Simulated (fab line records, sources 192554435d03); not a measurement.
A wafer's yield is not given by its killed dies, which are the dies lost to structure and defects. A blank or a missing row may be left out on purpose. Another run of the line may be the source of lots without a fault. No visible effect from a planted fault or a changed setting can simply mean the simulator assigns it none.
Which tool did it? + flow n5_finfet + 6 lots, 17 wafers sampled, at 3 steps of a route of 1938

## WHAT EACH GAUGE READ, for each wafer
N5_BEOL_M11_THK_MEAS_01.
| lot  | measured     | on            | M11_ILD_THK (nm) |
|------|--------------|---------------|------------------|
| L394 | day 10 14:13 | film_metro-01 | 270 270 273      |
| L396 | day 10 21:03 | film_metro-02 | 266 267 268      |
| L409 | day 14 07:47 | film_metro-01 | 268 266 204      |
| L410 | day 14 13:32 | film_metro-02 | 266 266 269      |
| L411 | day 15 09:54 | film_metro-02 | 274 275          |
| L416 | day 16 16:11 | film_metro-02 | 264 267 269      |

## TOOL THAT RAN EACH LOT (tool first, then ch and the chambers of the sampled wafers, then the start)
| lot  | N5_BEOL_M10_SPUTTER_48       | N5_BEOL_M11_ILD_DEP_00          |
|------|------------------------------|---------------------------------|
| L394 | pvd_sputter-03, day 10 12:08 | pecvd-04 ch 0,1,2, day 10 13:11 |
| L396 | pvd_sputter-02, day 10 18:33 | pecvd-04 ch 0,1, day 10 19:59   |
| L409 | pvd_sputter-03, day 14 06:01 | pecvd-03 ch 0,1,2, day 14 07:10 |
| L410 | pvd_sputter-02, day 14 11:55 | pecvd-04 ch 1,2, day 14 12:56   |
| L411 | pvd_sputter-01, day 15 08:17 | pecvd-01 ch 0,2, day 15 09:19   |
| L416 | pvd_sputter-01, day 16 14:11 | pecvd-04 ch 0,1, day 16 15:35   |
- N5_BEOL_M10_SPUTTER_48: material Cu, target thk 12 nm, time 2 s.
- N5_BEOL_M11_ILD_DEP_00: deposits SiCOH lowk from DEMS/porogen, target thk 308.51 nm, time 58 s.

## THE ANSWER, worked out from the rows above alone
Rule: the lots themselves supply what counts as usual. The widest of any qualifying gaps counts: lots, ordered by their means at a reading, are off when they make up no more than a third of the lots, leave a main group of 4 or more, and stand apart from it by 3 or more times the standard deviation of that group's means. Not used: any main group whose means are identical at the precision the tables above print for the reading. A lot without any number at a reading at which 4 lots or more have one is off too. Where the step has rows for the other lots, those lots are counted as sound.
Off: L409, seen at N5_BEOL_M11_THK_MEAS_01 (M11_ILD_THK). For the main group the mean is 269 nm and the standard deviation 3.1.
A tool fits if, at a process step before that reading, it ran every lot that is off, and no sound lot after the first of them. Those tools and the gauges at N5_BEOL_M11_THK_MEAS_01 are tried in the same way. Can't be told from this: 3 tools fit, pvd_sputter-03 at N5_BEOL_M10_SPUTTER_48, pecvd-03 at N5_BEOL_M11_ILD_DEP_00, film_metro-01 at N5_BEOL_M11_THK_MEAS_01.

## WHAT THE SIMULATOR PUT IN
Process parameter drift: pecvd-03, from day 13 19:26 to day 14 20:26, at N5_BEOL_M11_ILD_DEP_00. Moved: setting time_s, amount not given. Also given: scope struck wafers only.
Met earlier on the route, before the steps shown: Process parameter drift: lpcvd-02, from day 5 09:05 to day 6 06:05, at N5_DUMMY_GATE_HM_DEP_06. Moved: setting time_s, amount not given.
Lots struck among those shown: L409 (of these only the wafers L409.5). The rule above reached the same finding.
